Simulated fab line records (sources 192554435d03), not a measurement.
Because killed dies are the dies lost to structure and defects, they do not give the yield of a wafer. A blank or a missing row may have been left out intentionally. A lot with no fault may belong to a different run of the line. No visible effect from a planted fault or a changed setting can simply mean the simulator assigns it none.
A struck lot beside a sound one -- flow n5-finfet -- 36 out of 1938 route steps
Sound: the wafers L199.1, L199.4, L199.5. Struck: wafers L213.3, L213.5, L213.6. The cause is named last.
Each step with rows lists, per side, the tool, then ch with its chambers, then its first start. Under that, the readings that differ: sound wafers -- struck wafers -- difference of the means -- sigmas: that difference in standard deviations of wafers without a fault.
alike: readings whose means differ by less than 2 such deviations, and words and numbers that are the same on both sides. not compared: withheld readings, readings that some wafer has no value for, bounds like >300 that may hide the same value, and numbers for which the record gives no deviation and whose values overlap.
Wherever a step has rows on one side only, a row that says differs or no value, or a row with sigmas, the two part there. When numbers do not overlap yet have no deviation, they are printed without sigmas and do not part them. A reading that every wafer of one side lacks parts them only if that side has two wafers or more.

first, 9 steps without rows for these wafers: N5_BEOL_M5_COAT_05 (resist thk 30 nm); N5_BEOL_M5_EBR_07; N5_BEOL_M5_SOFTBAKE_06 (time 60 s); N5_BEOL_M5_EXPOSE_08 (exposes mask M5, target cd 28 nm); N5_BEOL_M5_PEB_09 (peb time 60 s); N5_BEOL_M5_DEVELOP_10 (develop time 30 s); N5_BEOL_M5_DESCUM_16 (chemistry O2, time 7 s); N5_BEOL_M5_ETCH_72 (etches underlayer in N2/H2, target depth 6.5 nm, time 5.2 s); N5_BEOL_M5_ETCH_61 (etches SiARC in CF4, target depth 15.6 nm, time 26 s).
N5_BEOL_M5_ETCH_62: etches SOC in N2/H2, target depth 75 nm, overetch 15 nm, time 112.5 s.
  sound on rie-diel-06 ch 0,2,3, day 10 02:17; struck on rie-diel-06 ch 0,3, day 13 09:00
reading,sound,struck,difference,sigmas
rf-fwd-power-W (W),835.4 836.8 832.6,635.1 638.0 631.9,-199.9,-77
rf-vpp-V (V),527.2 524.4 523.7,573.2 573.8 575.2,+49.0,+22
model.SiARC_of_BEOL_M5_COAT_60.thk-nm (nm),7 7 7,7.6 7.6 7.6,+0.6,
  alike: drypump-motor-current-A, h2-flow-sccm, oes-product-au, showerhead-plenum-p-Torr, throttle-valve-pct
  not compared: rf-hours-counter-h, model.BEOL_M5.cd-nm
then, 24 steps without rows for these wafers: N5_BEOL_M5_STRIP_63 (strips in N2/H2); N5_BEOL_M5_STRIP_73 (strips in N2/H2); N5_BEOL_M5_STRIP_64 (strips in CF4); N5_BEOL_M5_HM_OPEN_17 (chemistry Cl2/BCl3, target TiN, target depth 20 nm, overetch 6 nm); N5_BEOL_M5_STRIP_19 (strips in O2); N5_BEOL_M5_COAT_65 (time 60 s, resist thk 60 nm); N5_BEOL_M5_COAT_66 (time 60 s, resist thk 12 nm); N5_BEOL_M5_COAT_74 (time 60 s, resist thk 5 nm); N5_BEOL_M5_COAT_22 (resist thk 30 nm); N5_BEOL_M5_EBR_24; N5_BEOL_M5_SOFTBAKE_23 (time 60 s); N5_BEOL_M5_EXPOSE_25 (exposes mask V4, defocus 10 nm); N5_BEOL_M5_PEB_26 (peb time 60 s); N5_BEOL_M5_DEVELOP_27 (develop time 30 s); N5_BEOL_M5_DESCUM_33 (chemistry O2, time 7 s); N5_BEOL_M5_ETCH_75 (etches underlayer in N2/H2, target depth 6.5 nm, time 5.2 s); N5_BEOL_M5_ETCH_67 (etches SiARC in CF4, target depth 15.6 nm, time 26 s); N5_BEOL_M5_ETCH_68 (etches SOC in N2/H2, target depth 80 nm, overetch 16 nm, time 120 s); N5_BEOL_M5_STRIP_69 (strips in N2/H2); N5_BEOL_M5_STRIP_76 (strips in N2/H2); N5_BEOL_M5_VIA_ETCH_34 (etches SiCOH lowk in C4F6/O2, target depth 88.3 nm, time 39.2 s); N5_BEOL_M5_STRIP_85 (strips in C4F6/O2); N5_BEOL_M5_STRIP_36 (strips in N2/H2); N5_BEOL_M5_TRENCH_ETCH_37 (etches SiCOH lowk in C4F6/O2, target depth 71.652 nm, time 24.7 s).
N5_BEOL_M5_ETCH_41: etches SiCN in CH3F/O2, target depth 31.5 nm, time 56.7 s.
  sound: rie-diel-01 ch 0,2,3; struck: rie-diel-01 ch 1,2,3
  alike: drypump-motor-current-A, oes-product-au, rf-fwd-power-W, rf-vpp-V, showerhead-plenum-p-Torr, throttle-valve-pct
  not compared: rf-hours-counter-h, model.BEOL_M5.cd-nm
-- here the record skips 5 days between the struck wafers' starts before and after, leaving off in module BEOL_M5 and picking up in module PASSIVATION (first step shown: number 1936 of the route) --
N5_PASSIVATION_PROBE_49:
  only the struck wafers here have rows in the record (prober-01, day 18 01:23); the sound ones have none

== WHERE THEY PART ==
Earliest at N5_BEOL_M5_ETCH_62; latest, in this record, at N5_PASSIVATION_PROBE_49.

WHY: the cause the simulator had injected
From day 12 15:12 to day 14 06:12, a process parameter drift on rie-diel-06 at N5_BEOL_M5_ETCH_62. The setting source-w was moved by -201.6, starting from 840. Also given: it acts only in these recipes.
